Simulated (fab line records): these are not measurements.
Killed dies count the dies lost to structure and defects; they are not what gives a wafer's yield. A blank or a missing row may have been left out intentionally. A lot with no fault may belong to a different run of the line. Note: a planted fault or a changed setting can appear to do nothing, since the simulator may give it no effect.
Matching of chambers + flow n5-finfet + 3 sister chambers for N5_BEOL_M5_PRE_CLEAN_77 on cvd-co-01
The step time 15 s. 6 wafers are shown with their chamber, then 12 later ones without.

EACH WAFER AND ITS CHAMBER
| wafer  | chamber | heater-power-w (W) |
|--------|---------|--------------------|
| L086.2 | 1       | 73                 |
| L086.3 | 2       | 76                 |
| L086.6 | 0       | 80                 |
| L089.1 | 1       | 73                 |
| L089.2 | 0       | 79                 |
| L089.3 | 2       | 77                 |

WAFERS WHOSE CHAMBER IS MISSING
| wafer  | heater-power-w (W) |
|--------|--------------------|
| L089.4 | 80                 |
| L089.5 | 75                 |
| L089.6 | 73                 |
| L093.1 | 80                 |
| L093.2 | 74                 |
| L093.3 | 75                 |
| L091.2 | 74                 |
| L091.3 | 81                 |
| L091.5 | 74                 |
| L097.2 | 71                 |
| L097.4 | 76                 |
| L097.6 | 74                 |

WHICH CHAMBER EACH ONE RAN IN
| wafer  | from the rows above     | in truth                   |
|--------|-------------------------|----------------------------|
| L089.4 | 0                       | 0                          |
| L089.5 | can't be placed: 2 or 1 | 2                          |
| L089.6 | 1                       | 1                          |
| L093.1 | 0                       | 0                          |
| L093.2 | 1                       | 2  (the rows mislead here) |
| L093.3 | can't be placed: 2 or 1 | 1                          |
| L091.2 | 1                       | 1                          |
| L091.3 | 0                       | 0                          |
| L091.5 | 1                       | 1                          |
| L097.2 | 1                       | 1                          |
| L097.4 | 2                       | 2                          |
| L097.6 | 1                       | 1                          |
9 of 12 placed correctly. From these rows, 2 cannot be placed; in 2 the true chamber is one of the candidates. Placed wrongly: 1.
How it was worked out, from the rows above alone: a wafer's distance from a chamber is the root of the sum, over the readings, of the square of ((its reading less the chamber's mean) divided by the reading's scatter). If the next closest chamber is less than 2 further off than the closest, the wafer can't be placed; otherwise it belongs to the closest. Each chamber's mean is taken over the wafers shown for it. The scatter: take each reading less its chamber's mean, square it, sum over the shown wafers, divide by the number of wafers less the number of chambers, and take the root.
